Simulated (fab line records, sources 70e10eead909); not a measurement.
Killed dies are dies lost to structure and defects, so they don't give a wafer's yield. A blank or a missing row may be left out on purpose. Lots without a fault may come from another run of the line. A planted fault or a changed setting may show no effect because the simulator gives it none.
fab line records | flow nand_harc
record lots=24 wafers=72 last_day=24
route steps=1159 shown P_STI@85 P_GATE@144 P_CONTACT@217 P_M0@270
lots that met no fault: from a run of the same line without faults
start_h: hours from the record's first day to the start of the lot's first wafer shown | wait_h: hours since the lot's step before | " the same as in the row above | L1.1+2: a row that stands for several wafers | - no value, or no start given | * or withheld: withheld | < > ~ a bound
route shown NAME@n: a module of which the file shows steps, and the number in the route of the first | usual: mean/standard deviation of fault-free wafers | same: alike in all rows | chamber/n: place in a boat | sites: the reading at each site | _std_site: their standard deviation | _edge_site: outer sites' mean less inner sites' | radius_mm: how far each site lies from the wafer's centre | mask NAME#n: copy n | behind: the tool/chamber that last shaped the wafer | hold: why the lot was held/for how many hours/how that ended | device: the transistor (n, p or np) that didn't switch | end of line: the same wafers' tests at the end of the route | a step without rows: its recipe alone | killed: dies lost to structure and defects at the first sort, not the wafer's yield | map: a wafer's dies, x killed, . not, _ none there
set.NAME: the setting as run; set.NAME@STEP: as run at that earlier step | model.NAME: the simulator's own value behind a step, which no gauge read
steps of the route over a sample of lots; a table a step, a row a wafer
services: from which hour (start_h, from the record's first day; less than 0 if before it) a tool's chamber was out of use, for how many hours, and why
## steps
# step NHARC_P_STI_INSPECT_11
# usual raw_defect_count=6/3.2
# columns lot.wafer tool chamber start_h wait_h raw_defect_count
L074.2 defect_inspect-02 - 34.17 0.0 10
L074.3 " - " " 15
L074.6 " - " " 4
L075.3 defect_inspect-02 - 45.09 0.0 7
L075.4 " - " " 2
L075.5 " - " " 9
L076.2 defect_inspect-01 - 45.13 0.0 4
L076.5 " - " " 8
L076.6 " - " " 4
L077.3 defect_inspect-01 - 54.66 0.0 4
L077.5 " - " " 6
L077.6 " - " " 7
L078.3 defect_inspect-02 - 58.97 0.0 3
L078.4 " - " " 4
L078.5 " - " " 5
L079.2 defect_inspect-02 - 65.81 0.0 6
L079.3 " - " " 9
L079.6 " - " " 2
L080.1 defect_inspect-02 - 71.06 0.0 1
L080.5 " - " " 5
L080.6 " - " " 10
L081.1 defect_inspect-01 - 77.62 0.0 13
L081.2 " - " " 8
L081.6 " - " " 3
L082.2 defect_inspect-02 - 83.08 0.0 2
L082.4 " - " " 6
L082.6 " - " " 1
L083.2 defect_inspect-02 - 90.28 0.0 5
L083.3 " - " " 6
L083.4 " - " " 5
L084.1 defect_inspect-02 - 95.02 0.0 10
L084.5 " - " " 8
L084.6 " - " " 7
L085.1 defect_inspect-02 - 101.97 0.0 6
L085.5 " - " " 10
L085.6 " - " " 5
L086.2 defect_inspect-01 - 109.05 0.0 8
L086.3 " - " " 14
L086.5 " - " " 7
L087.2 defect_inspect-02 - 115.27 0.0 7
L087.3 " - " " 8
L087.5 " - " " 10
L089.2 defect_inspect-02 - 123.40 0.0 4
L089.3 " - " " 6
L089.5 " - " " 6
L088.2 defect_inspect-01 - 123.56 0.0 11
L088.4 " - " " 14
L088.5 " - " " 9
L090.1 defect_inspect-01 - 133.43 0.0 5
L090.3 " - " " 3
L090.5 " - " " 7
L091.1 defect_inspect-02 - 137.07 0.0 5
L091.5 " - " " 4
L091.6 " - " " 2
L092.1 defect_inspect-01 - 145.27 0.0 3
L092.4 " - " " 3
L092.6 " - " " 4
L093.2 defect_inspect-02 - 150.70 0.0 8
L093.3 " - " " 4
L093.6 " - " " 3
L094.1 defect_inspect-01 - 155.43 0.0 4
L094.3 " - " " 2
L094.5 " - " " 7
L095.3 defect_inspect-02 - 164.59 0.0 7
L095.5 " - " " 0
L095.6 " - " " 4
L096.1 defect_inspect-01 - 167.11 0.0 5
L096.2 " - " " 7
L096.3 " - " " 0
L097.2 defect_inspect-02 - 176.29 0.0 5
L097.3 " - " " 2
L097.5 " - " " 4
# step NHARC_P_GATE_DESCUM_31
# recipe time_s=3 o2_flow_sccm=200 ar_flow_sccm=0 bias_power_w=0 chemistry=O2
# usual drypump_motor_current_A=5.7/0.39 oes_product_au=1.000/0.0075 rf_vpp_V=58.0/0.96 showerhead_plenum_p_Torr=1.93/0.11 throttle_valve_pct=11.311/0.0093
# columns lot.wafer tool chamber start_h wait_h drypump_motor_current_A oes_product_au rf_hours_counter_h rf_vpp_V showerhead_plenum_p_Torr throttle_valve_pct
L074.2 rie_diel-01 0 86.08 0.1 6.3 1.002 40 58.5 1.80 11.311
L074.3 " 1 " " 5.7 0.991 46 58.3 1.96 11.317
L074.6 " 3 " " 6.2 1.000 - 57.5 2.03 11.308
L076.2 rie_diel-11 2 104.65 0.1 5.8 1.006 15 56.9 1.82 11.300
L076.6 " 2 " " 5.8 1.011 - 57.9 1.82 11.312
L076.5 " 3 " " 5.8 1.015 - 58.5 1.95 11.316
L075.3 rie_diel-01 3 104.90 0.1 6.3 0.989 55 57.1 2.02 11.311
L075.5 " 1 " " 5.6 0.991 - 57.8 1.96 11.334
L075.4 " 3 " " 6.2 0.987 - 58.7 2.02 11.301
L077.3 rie_diel-11 0 113.62 0.1 5.6 1.005 19 58.2 2.03 11.312
L077.6 " 2 " " 5.7 1.022 - 58.9 1.82 11.311
L077.5 " 3 " " 5.8 1.007 - 56.6 1.95 11.312
L078.4 rie_diel-12 2 114.27 0.1 4.8 1.004 28 56.7 1.80 11.321
L078.3 " 1 " " 5.2 1.001 29 58.7 2.03 11.303
L078.5 " 3 " " 5.3 1.010 - 57.6 1.77 11.316
L080.1 rie_diel-01 3 121.40 0.1 6.2 1.009 59 60.0 2.02 11.301
L080.6 " 3 " " 6.3 1.001 - 59.0 2.02 11.315
L080.5 " 0 " " 6.4 1.000 - 58.4 1.79 11.302
L079.3 rie_diel-11 2 122.17 0.1 5.8 1.002 20 54.7 1.81 11.304
L079.2 " 0 " " 5.6 0.999 20 57.7 2.03 11.329
L079.6 " 2 " " 5.8 1.000 - 57.2 1.81 11.293
L081.2 rie_diel-11 1 130.69 0.1 5.6 1.001 21 59.1 2.05 11.321
L081.1 " 2 " " 5.8 1.001 21 57.4 1.81 11.300
L081.6 " 2 " " 5.8 1.003 - 57.0 1.81 11.309
L082.2 rie_diel-12 3 142.26 0.1 5.3 0.998 35 58.3 1.77 11.313
L082.4 " 1 " " 5.2 0.994 38 58.6 2.03 11.292
L082.6 " 0 " " 5.6 1.006 - 57.7 1.78 11.302
L083.2 rie_diel-11 1 142.41 0.1 5.6 1.001 23 58.3 2.05 11.314
L083.3 " 3 " " 5.8 1.004 22 58.2 1.95 11.322
L083.4 " 0 " " 5.6 0.998 - 57.5 2.03 11.303
L084.1 rie_diel-11 1 155.22 0.1 5.5 1.005 27 57.9 2.05 11.319
L084.5 " 3 " " 5.8 1.001 - 58.3 1.95 11.299
L084.6 " 0 " " 5.6 1.004 - 58.0 2.03 11.315
L087.2 rie_diel-12 1 167.72 0.1 5.2 0.997 48 59.4 2.02 11.303
L087.3 " 3 " " 5.4 1.001 45 56.1 1.77 11.295
L087.5 " 1 " " 5.2 0.999 - 58.3 2.02 11.326
L085.1 rie_diel-01 3 167.88 0.1 6.3 0.997 7 57.9 2.02 11.324
L085.5 " 3 " " 6.3 1.004 - 56.9 2.02 11.315
L085.6 " 0 " " 6.3 0.998 - 57.2 1.79 11.309
L086.2 rie_diel-11 1 168.04 0.1 5.6 1.009 31 57.9 2.04 11.327
L086.3 " 3 " " 5.7 1.013 29 57.3 1.95 11.324
L086.5 " 0 " " 5.6 1.002 - 58.7 2.03 11.310
L089.2 rie_diel-01 1 176.54 0.1 5.6 0.986 11 59.2 1.95 11.329
L089.3 " 2 " " 6.6 0.987 10 56.2 1.92 11.313
L089.5 " 1 " " 5.7 0.986 - 57.5 1.95 11.294
L088.4 rie_diel-12 3 177.05 0.1 5.4 1.008 48 57.2 1.77 11.311
L088.2 " 1 " " 5.2 1.002 51 57.9 2.02 11.311
L088.5 " 0 " " 5.6 1.005 - 58.0 1.77 11.304
L090.1 rie_diel-11 3 185.41 0.1 5.8 0.995 33 56.9 1.95 11.324
L090.3 " 2 " " 5.8 1.001 29 58.6 1.81 11.318
L090.5 " 0 " " 5.6 0.989 - 58.5 2.03 11.299
L091.1 rie_diel-11 1 185.86 0.1 5.6 1.003 34 57.6 2.04 11.300
L091.5 " 1 " " 5.6 1.003 - 58.4 2.04 11.313
L091.6 " 2 " " 5.8 1.006 - 56.7 1.81 11.309
L092.4 rie_diel-11 1 198.76 0.1 5.6 1.000 0 57.8 2.04 11.308
L092.1 " 2 " " 5.8 0.989 0 57.9 1.81 11.299
L092.6 " 2 " " 5.8 1.004 - 58.9 1.81 11.320
L093.3 rie_diel-11 3 198.81 0.1 5.8 0.987 0 57.5 1.95 11.311
L093.2 " 2 " " 5.8 1.002 0 57.2 1.81 11.312
L093.6 " 3 " " 5.8 0.986 - 58.4 1.95 11.329
L094.1 rie_diel-11 0 206.18 0.1 5.6 0.995 2 57.8 2.03 11.325
L094.3 " 2 " " 5.8 1.011 1 57.1 1.81 11.312
L094.5 " 1 " " 5.6 0.999 - 58.5 2.04 11.314
L095.3 rie_diel-12 0 216.76 0.1 5.5 1.011 2 58.8 2.08 11.313
L095.6 " 2 " " 4.8 1.009 - 56.8 1.79 11.308
L095.5 " 3 " " 5.4 1.016 - 58.1 2.08 11.331
L096.3 rie_diel-01 2 216.90 0.1 6.6 0.998 26 57.8 1.92 11.309
L096.2 " 3 " " 6.3 0.998 25 58.8 2.01 11.300
L096.1 " 0 " " 6.3 1.006 25 57.9 1.78 11.302
L097.2 rie_diel-11 0 233.03 0.1 5.6 0.996 6 59.0 2.02 11.308
L097.3 " 1 " " 5.6 0.989 6 59.5 2.04 11.318
L097.5 " 0 " " 5.6 1.004 - 58.1 2.02 11.309
# step NHARC_P_CONTACT_DEP_30
# recipe target_thk_a=300 temp_c=400 target_thk_nm=30 flow_sccm=200 rf_w=450 material=SiNx
# usual heater_power_outer_w=437/43 heater_power_w=732/70
# columns lot.wafer tool chamber start_h wait_h heater_power_outer_w heater_power_w
L074.3 pecvd-01 1 107.20 0.1 470 790
L074.2 " 2 " " 410 675
L074.6 " 0 " " 456 774
L076.2 pecvd-01 1 123.29 0.4 484 811
L076.6 " 2 " " 415 641
L076.5 " 0 " " 444 742
L075.3 pecvd-01 0 124.01 0.1 373 668
L075.4 " 1 " " 462 786
L075.5 " 2 " " 352 588
L078.3 pecvd-01 0 132.62 0.1 430 762
L078.4 " 1 " " 488 830
L078.5 " 0 " " 431 757
L077.3 pecvd-03 0 134.17 0.1 472 769
L077.5 " 0 " " 467 770
L077.6 " 1 " " 445 759
L080.1 pecvd-02 1 139.60 0.1 459 815
L080.6 " 1 " " 461 822
L080.5 " 2 " " 440 703
L079.2 pecvd-01 1 140.49 0.1 422 750
L079.3 " 2 " " 378 636
L079.6 " 2 " " 388 627
L081.2 pecvd-01 0 150.76 0.1 461 790
L081.1 " 1 " " 447 812
L081.6 " 0 " " 458 775
L083.3 pecvd-01 1 161.00 0.1 497 842
L083.2 " 0 " " 379 677
L083.4 " 2 " " 370 619
L082.2 pecvd-03 0 162.12 0.7 433 736
L082.6 " 0 " " 441 735
L082.4 " 2 " " 429 708
L084.1 pecvd-02 1 174.16 0.1 379 708
L084.6 " 2 " " 472 764
L084.5 " 0 " " 510 790
L087.2 pecvd-01 2 186.26 0.1 344 561
L087.3 " 2 " " 335 566
L087.5 " 1 " " 459 805
L085.1 pecvd-02 2 187.13 0.2 482 792
L085.5 " 0 " " 528 780
L085.6 " 2 " " 488 788
L086.3 pecvd-02 1 188.00 0.1 462 812
L086.2 " 2 " " 494 774
L086.5 " 1 " " 470 807
L089.3 pecvd-03 0 196.32 0.8 489 804
L089.2 " 1 " " 466 790
L089.5 " 1 " " 462 793
L088.2 pecvd-01 2 196.77 0.4 390 631
L088.5 " 2 " " 398 639
L088.4 " 0 " " 448 760
L091.1 pecvd-01 2 204.68 0.1 342 579
L091.5 " 2 " " 345 578
L091.6 " 0 " " 431 758
L090.3 pecvd-02 0 206.94 0.1 479 763
L090.1 " 2 " " 523 810
L090.5 " 0 " " 491 756
L093.3 pecvd-01 1 217.24 0.1 442 782
L093.2 " 2 " " 421 678
L093.6 " 1 " " 452 787
L092.1 pecvd-01 0 217.93 0.2 417 713
L092.6 " 2 " " 405 672
L092.4 " 0 " " 426 720
L094.1 pecvd-02 1 224.72 0.1 409 706
L094.3 " 0 " " 430 668
L094.5 " 0 " " 425 656
L095.3 pecvd-02 2 235.05 0.1 432 701
L095.6 " 1 " " 432 764
L095.5 " 2 " " 430 681
L096.1 pecvd-01 1 235.57 0.1 399 727
L096.3 " 2 " " 376 629
L096.2 " 0 " " 403 709
L097.3 pecvd-01 2 252.04 0.1 382 618
L097.2 " 0 " " 431 773
L097.5 " 0 " " 434 760
# step NHARC_P_CONTACT_DESCUM_17
# recipe time_s=3 o2_flow_sccm=200 ar_flow_sccm=0 bias_power_w=0 chemistry=O2
# usual drypump_motor_current_A=5.6/0.51 oes_product_au=0.999/0.0065 rf_vpp_V=58.1/0.89 showerhead_plenum_p_Torr=1.95/0.068 throttle_valve_pct=11.312/0.0094
# columns lot.wafer tool chamber start_h wait_h drypump_motor_current_A oes_product_au rf_hours_counter_h rf_vpp_V showerhead_plenum_p_Torr throttle_valve_pct
L074.2 rie_diel-03 0 108.84 0.1 6.1 1.005 5 57.9 1.99 11.317
L074.3 " 2 " " 5.0 1.003 5 57.0 1.85 11.320
L074.6 " 1 " " 5.9 1.000 - 58.5 1.90 11.323
L076.2 rie_diel-10 0 124.92 0.1 5.6 0.997 40 58.2 1.88 11.284
L076.5 " 1 " " 5.9 0.993 - 57.7 1.82 11.309
L076.6 " 2 " " 5.3 0.999 - 59.0 1.83 11.304
L075.4 rie_diel-03 2 125.75 0.1 5.0 1.000 6 58.1 1.85 11.311
L075.3 " 3 " " 5.0 0.993 7 56.8 1.89 11.318
L075.5 " 0 " " 6.0 1.002 - 58.5 1.99 11.306
L078.3 rie_diel-04 3 134.30 0.1 6.5 0.994 1 59.1 1.93 11.305
L078.4 " 2 " " 5.3 1.002 2 57.8 1.92 11.318
L078.5 " 0 " " 5.3 1.000 - 59.5 2.03 11.318
L077.3 rie_diel-04 2 135.89 0.1 5.3 1.002 2 56.7 1.92 11.304
L077.6 " 0 " " 5.4 1.008 - 57.6 2.03 11.302
L077.5 " 1 " " 5.3 0.990 - 58.7 2.05 11.325
L080.1 rie_diel-04 3 141.21 0.1 6.5 0.992 2 58.8 1.93 11.311
L080.6 " 1 " " 5.3 0.997 - 58.3 2.05 11.306
L080.5 " 2 " " 5.3 0.995 - 58.2 1.92 11.314
L079.2 rie_diel-03 0 142.10 0.1 6.1 0.997 9 57.6 1.99 11.298
L079.3 " 2 " " 5.1 1.004 8 56.5 1.85 11.312
L079.6 " 1 " " 5.8 1.005 - 57.9 1.90 11.324
L081.1 rie_diel-04 1 152.37 0.1 5.2 1.009 3 58.4 2.05 11.304
L081.2 " 3 " " 6.5 0.995 3 57.9 1.93 11.305
L081.6 " 1 " " 5.2 0.998 - 57.7 2.05 11.314
L083.4 rie_diel-04 2 162.62 0.1 5.3 1.002 5 58.9 1.92 11.313
L083.2 " 3 " " 6.5 1.001 5 57.4 1.93 11.312
L083.3 " 0 " " 5.4 1.007 4 57.8 2.03 11.310
L082.2 rie_diel-04 1 163.77 0.1 5.2 1.004 5 58.3 2.05 11.323
L082.4 " 2 " " 5.3 0.999 5 57.1 1.92 11.312
L082.6 " 3 " " 6.5 1.003 - 58.2 1.93 11.301
L084.1 rie_diel-04 3 175.86 0.1 6.5 1.002 6 58.0 1.93 11.303
L084.6 " 2 " " 5.3 0.989 - 59.1 1.92 11.307
L084.5 " 3 " " 6.5 1.002 - 57.4 1.93 11.304
L087.3 rie_diel-03 2 188.22 0.1 5.1 1.010 11 57.3 1.85 11.303
L087.2 " 1 " " 5.8 0.997 11 57.9 1.90 11.335
L087.5 " 2 " " 5.0 1.009 - 58.1 1.85 11.329
L085.1 rie_diel-03 0 188.84 0.1 6.1 1.008 12 60.1 1.99 11.314
L085.5 " 1 " " 5.8 1.000 - 59.0 1.89 11.314
L085.6 " 2 " " 5.0 0.997 - 58.0 1.85 11.307
L086.2 rie_diel-03 0 189.75 0.1 6.1 1.003 12 57.6 1.99 11.288
L086.3 " 1 " " 5.8 0.999 12 57.8 1.89 11.319
L086.5 " 0 " " 6.1 0.999 - 57.4 1.99 11.297
L089.3 rie_diel-04 0 197.90 0.1 5.3 1.008 8 57.9 2.03 11.310
L089.2 " 1 " " 5.2 0.992 7 59.0 2.05 11.319
L089.5 " 2 " " 5.3 0.991 - 57.7 1.92 11.297
L088.2 rie_diel-03 0 198.48 0.1 6.0 1.005 13 59.2 1.99 11.320
L088.4 " 1 " " 5.9 1.000 13 57.5 1.89 11.305
L088.5 " 0 " " 6.1 0.998 - 57.5 1.99 11.319
L091.1 rie_diel-04 3 206.66 0.1 6.5 1.013 9 58.7 1.93 11.304
L091.5 " 3 " " 6.5 1.013 - 58.1 1.93 11.307
L091.6 " 0 " " 5.3 1.008 - 59.3 2.03 11.314
L090.3 rie_diel-04 3 208.56 0.1 6.5 1.016 10 58.1 1.93 11.309
L090.1 " 0 " " 5.3 1.011 9 59.9 2.03 11.312
L090.5 " 3 " " 6.5 1.013 - 55.8 1.93 11.321
L093.2 rie_diel-04 0 218.96 0.1 5.3 0.997 10 58.6 2.03 11.310
L093.3 " 1 " " 5.2 0.994 10 59.0 2.04 11.314
L093.6 " 2 " " 5.3 0.997 - 58.9 1.92 11.317
L092.1 rie_diel-04 1 219.55 0.1 5.3 0.992 10 59.0 2.04 11.310
L092.4 " 2 " " 5.3 0.997 11 57.5 1.92 11.313
L092.6 " 0 " " 5.4 1.002 - 57.5 2.03 11.304
L094.3 rie_diel-03 2 226.45 0.1 5.0 1.008 1 57.6 1.85 11.333
L094.1 " 3 " " 5.0 0.991 1 59.7 1.89 11.307
L094.5 " 2 " " 5.1 0.998 - 59.0 1.85 11.321
L095.3 rie_diel-03 0 236.62 0.1 6.1 1.000 2 58.0 1.99 11.286
L095.6 " 0 " " 6.1 0.995 - 58.9 1.99 11.299
L095.5 " 1 " " 5.9 0.983 - 57.1 1.89 11.322
L096.2 rie_diel-04 3 237.32 0.1 6.5 0.999 13 57.9 1.93 11.313
L096.1 " 1 " " 5.3 0.992 11 57.0 2.04 11.316
L096.3 " 2 " " 5.3 0.999 12 57.7 1.92 11.313
L097.3 rie_diel-03 0 253.74 0.1 6.1 1.002 4 57.2 1.99 11.295
L097.2 " 1 " " 5.9 0.996 4 59.0 1.89 11.310
L097.5 " 3 " " 5.0 0.995 - 56.9 1.89 11.315
# step NHARC_P_M0_STRIP_18
# recipe power_w=1000 n2_flow_sccm=150 h2_flow_sccm=150 ar_flow_sccm=0 bias_w=0 chemistry=N2/H2
# usual drypump_motor_current_A=5.8/0.59 oes_product_au=0.998/0.0077 rf_vpp_V=90.9/0.97 showerhead_plenum_p_Torr=2.07/0.086 throttle_valve_pct=14.171/0.0091
# same bias_w=0
# columns lot.wafer tool chamber start_h wait_h drypump_motor_current_A oes_product_au rf_hours_counter_h rf_vpp_V showerhead_plenum_p_Torr throttle_valve_pct
L074.2 rie_diel-13 1 119.48 0.1 6.8 1.002 0.7 89.6 2.12 14.176
L074.3 " 2 " " 5.2 0.991 0.6 90.6 2.14 14.180
L074.6 " 1 " " 6.8 1.004 - 91.9 2.12 14.178
L076.2 rie_diel-13 0 131.84 0.1 4.8 1.001 1.2 90.6 1.97 14.165
L076.6 " 3 " " 6.5 1.000 - 89.0 2.12 14.159
L076.5 " 0 " " 4.8 1.007 - 90.5 1.97 14.190
L075.4 rie_diel-06 0 132.06 0.1 5.9 0.997 4.4 89.3 2.12 14.157
L075.3 " 1 " " 6.1 1.001 4.2 89.8 2.14 14.164
L075.5 " 1 " " 6.2 0.995 - 91.3 2.14 14.184
L078.3 rie_diel-06 0 140.02 0.1 5.9 0.983 4.9 91.8 2.12 14.176
L078.4 " 3 " " 5.0 0.994 5.3 91.3 2.07 14.185
L078.5 " 0 " " 5.9 0.991 - 90.8 2.12 14.188
L077.3 rie_diel-13 3 144.85 0.1 6.5 0.997 2.4 91.4 2.12 14.164
L077.5 " 2 " " 5.2 1.000 - 93.4 2.14 14.168
L077.6 " 3 " " 6.5 0.989 - 91.5 2.12 14.165
L080.1 rie_diel-06 0 145.85 0.1 6.0 0.985 5.4 91.8 2.12 14.169
L080.5 " 1 " " 6.2 0.988 - 90.9 2.14 14.173
L080.6 " 2 " " 5.6 1.001 - 92.8 2.21 14.179
L079.3 rie_diel-02 1 146.65 0.1 6.0 1.000 11.7 89.5 1.94 14.159
L079.2 " 3 " " 5.5 0.999 12.1 91.1 1.99 14.179
L079.6 " 1 " " 6.1 1.005 - 91.8 1.94 14.167
L081.1 rie_diel-06 3 157.00 0.1 5.0 1.000 5.7 91.7 2.07 14.159
L081.2 " 0 " " 6.0 0.978 5.9 91.7 2.12 14.164
L081.6 " 2 " " 5.6 1.005 - 89.5 2.21 14.154
L083.4 rie_diel-06 0 167.18 0.1 5.9 0.989 7.1 90.7 2.12 14.181
L083.2 " 1 " " 6.1 0.990 7.4 91.6 2.14 14.180
L083.3 " 2 " " 5.6 1.002 7.0 92.8 2.20 14.176
L082.2 rie_diel-13 0 172.16 0.1 4.8 0.985 4.1 88.6 1.96 14.166
L082.4 " 1 " " 6.8 1.003 4.1 91.1 2.12 14.172
L082.6 " 1 " " 6.8 1.003 - 92.3 2.12 14.161
L084.1 rie_diel-06 1 181.11 0.1 6.1 1.011 7.7 91.3 2.14 14.180
L084.5 " 1 " " 6.1 1.005 - 91.4 2.14 14.177
L084.6 " 2 " " 5.6 0.999 - 91.4 2.21 14.179
L087.2 rie_diel-02 3 193.01 0.1 5.5 1.002 1.8 90.4 1.99 14.174
L087.3 " 0 " " 5.5 0.993 2.0 90.8 1.92 14.168
L087.5 " 2 " " 6.1 1.004 - 89.4 2.07 14.179
L085.1 rie_diel-13 0 193.53 0.1 4.8 1.005 5.6 90.5 1.96 14.163
L085.5 " 3 " " 6.5 0.990 - 91.0 2.12 14.173
L085.6 " 0 " " 4.8 0.988 - 90.5 1.96 14.181
L086.2 rie_diel-06 2 194.32 0.1 5.6 0.996 8.1 92.2 2.20 14.180
L086.3 " 1 " " 6.2 0.989 8.4 91.4 2.14 14.161
L086.5 " 2 " " 5.6 0.982 - 90.3 2.21 14.171
L089.2 rie_diel-13 0 210.09 0.1 4.8 0.992 7.4 91.2 1.96 14.174
L089.3 " 1 " " 6.8 1.000 7.0 91.7 2.12 14.183
L089.5 " 0 " " 4.8 0.989 - 90.9 1.96 14.167
L088.2 rie_diel-02 1 210.59 0.1 6.1 1.001 3.9 90.7 1.94 14.172
L088.4 " 2 " " 6.1 1.000 3.7 91.1 2.07 14.152
L088.5 " 1 " " 6.2 1.003 - 90.3 1.94 14.168
L091.1 rie_diel-13 1 216.56 0.1 6.8 1.003 7.8 91.8 2.12 14.173
L091.6 " 1 " " 6.8 1.002 - 91.5 2.12 14.191
L091.5 " 2 " " 5.2 0.986 - 90.7 2.14 14.177
L090.1 rie_diel-13 1 217.51 0.1 6.8 1.021 7.9 92.0 2.12 14.170
L090.3 " 2 " " 5.2 1.008 7.2 90.5 2.14 14.177
L090.5 " 1 " " 6.8 1.008 - 91.4 2.12 14.153
L093.2 rie_diel-02 0 223.66 0.1 5.5 0.995 5.1 91.1 1.92 14.179
L093.3 " 1 " " 6.1 1.004 4.7 90.2 1.94 14.176
L093.6 " 2 " " 6.0 1.005 - 90.9 2.07 14.175
L092.4 rie_diel-02 1 224.27 0.1 6.1 1.002 4.8 90.8 1.94 14.163
L092.1 " 2 " " 6.0 1.005 4.8 93.0 2.07 14.178
L092.6 " 2 " " 6.0 1.014 - 90.1 2.07 14.158
L094.3 rie_diel-02 3 235.48 0.1 5.5 1.001 5.8 90.1 1.99 14.178
L094.1 " 2 " " 6.1 1.002 5.4 90.2 2.07 14.171
L094.5 " 0 " " 5.5 0.998 - 89.5 1.92 14.161
L095.3 rie_diel-02 2 241.40 0.1 6.1 1.006 5.8 90.4 2.07 14.176
L095.6 " 1 " " 6.0 1.006 - 88.8 1.94 14.178
L095.5 " 2 " " 6.0 1.014 - 90.4 2.07 14.178
L096.3 rie_diel-13 0 242.01 0.1 4.8 1.003 9.9 90.7 1.96 14.154
L096.2 " 1 " " 6.8 1.008 9.8 90.7 2.11 14.183
L096.1 " 2 " " 5.2 0.996 8.7 91.4 2.14 14.176
L097.3 rie_diel-02 2 258.74 0.1 6.1 1.000 7.7 91.1 2.07 14.166
L097.2 " 1 " " 6.1 1.010 7.1 91.8 1.94 14.166
L097.5 " 2 " " 6.1 1.009 - 90.4 2.07 14.169
# step NHARC_P_M0_ANNEAL_30
# recipe temp_c=225 time_s=90
# usual wafer_temp_C_max=226.4/0.59
# columns lot.wafer tool chamber start_h wait_h wafer_temp_C_max
L074.2 rtp_anneal-02 0 120.82 - 225.7
L074.3 " 0 " " 225.8
L074.6 " 0 " " 225.9
L076.2 rtp_anneal-01 0 133.15 0.4 227.2
L076.5 " 0 " " 226.9
L076.6 " 0 " " 226.9
L075.3 rtp_anneal-02 0 133.61 - 225.6
L075.4 " 0 " " 225.6
L075.5 " 0 " " 225.7
L078.3 rtp_anneal-01 0 141.46 0.3 226.6
L078.4 " 0 " " 226.3
L078.5 " 0 " " 226.5
L077.3 rtp_anneal-02 0 146.39 0.3 225.7
L077.5 " 0 " " 225.6
L077.6 " 0 " " 225.9
L080.1 rtp_anneal-01 0 147.19 0.4 227.3
L080.5 " 0 " " 226.6
L080.6 " 0 " " 226.2
L079.2 rtp_anneal-01 0 148.09 0.4 226.4
L079.3 " 0 " " 227.4
L079.6 " 0 " " 226.5
L081.1 rtp_anneal-01 0 158.26 - 226.7
L081.2 " 0 " " 227.2
L081.6 " 0 " " 226.5
L083.2 rtp_anneal-01 0 168.51 - 227.6
L083.3 " 0 " " 226.2
L083.4 " 0 " " 227.0
L082.2 rtp_anneal-01 0 173.50 - 226.6
L082.4 " 0 " " 226.8
L082.6 " 0 " " 227.3
L084.1 rtp_anneal-01 0 182.39 - 226.7
L084.5 " 0 " " 226.5
L084.6 " 0 " " 227.0
L087.2 rtp_anneal-01 0 194.40 - 226.9
L087.3 " 0 " " 227.2
L087.5 " 0 " " 227.4
L085.1 rtp_anneal-01 0 194.79 0.3 226.8
L085.5 " 0 " " 227.7
L085.6 " 0 " " 226.8
L086.2 rtp_anneal-01 0 195.67 0.4 227.2
L086.3 " 0 " " 227.2
L086.5 " 0 " " 226.5
L089.2 rtp_anneal-01 0 211.45 - 226.8
L089.3 " 0 " " 226.7
L089.5 " 0 " " 226.3
L088.2 rtp_anneal-01 0 212.07 0.5 226.4
L088.4 " 0 " " 226.4
L088.5 " 0 " " 226.7
L091.1 rtp_anneal-02 0 217.84 - 225.7
L091.5 " 0 " " 225.6
L091.6 " 0 " " 226.0
L090.1 rtp_anneal-02 0 218.79 - 226.0
L090.3 " 0 " " 225.6
L090.5 " 0 " " 226.2
L093.2 rtp_anneal-01 0 224.94 0.3 226.5
L093.3 " 0 " " 226.5
L093.6 " 0 " " 226.9
L092.1 rtp_anneal-02 0 225.56 0.3 225.5
L092.4 " 0 " " 225.8
L092.6 " 0 " " 225.9
L094.1 rtp_anneal-01 0 236.78 0.3 226.8
L094.3 " 0 " " 226.9
L094.5 " 0 " " 226.8
L095.3 rtp_anneal-02 0 242.79 0.3 226.1
L095.5 " 0 " " 225.6
L095.6 " 0 " " 225.8
L096.1 rtp_anneal-02 0 243.26 0.3 226.0
L096.2 " 0 " " 226.1
L096.3 " 0 " " 226.0
L097.2 rtp_anneal-02 0 260.14 0.3 225.9
L097.3 " 0 " " 225.9
L097.5 " 0 " " 226.1
## services
# columns tool chamber start_h hours kind
rie_diel-06 - 64.20 9.0 pm
rie_diel-03 2 70.94 9.8 repair
rie_diel-06 2 78.05 12.8 repair
pecvd-01 - 80.61 1.5 repair
rie_diel-13 - 99.00 9.0 pm
rie_diel-04 - 111.90 9.0 pm
pecvd-02 - 121.00 1.1 repair
rie_diel-11 2 140.05 15.5 repair
rie_diel-06 3 140.28 4.9 repair
rie_diel-02 - 150.70 9.0 pm
pecvd-02 - 153.04 13.0 pm
rie_diel-04 1 164.15 6.1 repair
rie_diel-03 - 171.30 5.9 repair
rie_diel-02 - 172.14 0.6 repair
pecvd-01 0 177.41 8.9 repair
rie_diel-11 - 189.50 9.0 pm
rie_diel-13 2 194.24 4.3 repair
pecvd-01 1 200.39 13.5 repair
rie_diel-03 - 215.52 9.0 pm
pecvd-01 - 237.18 13.0 pm
rie_diel-11 2 242.59 42.5 repair
rie_diel-02 - 244.49 1.0 repair
rie_diel-03 - 252.49 0.2 repair
pecvd-01 - 257.37 2.0 repair
## key
fault none
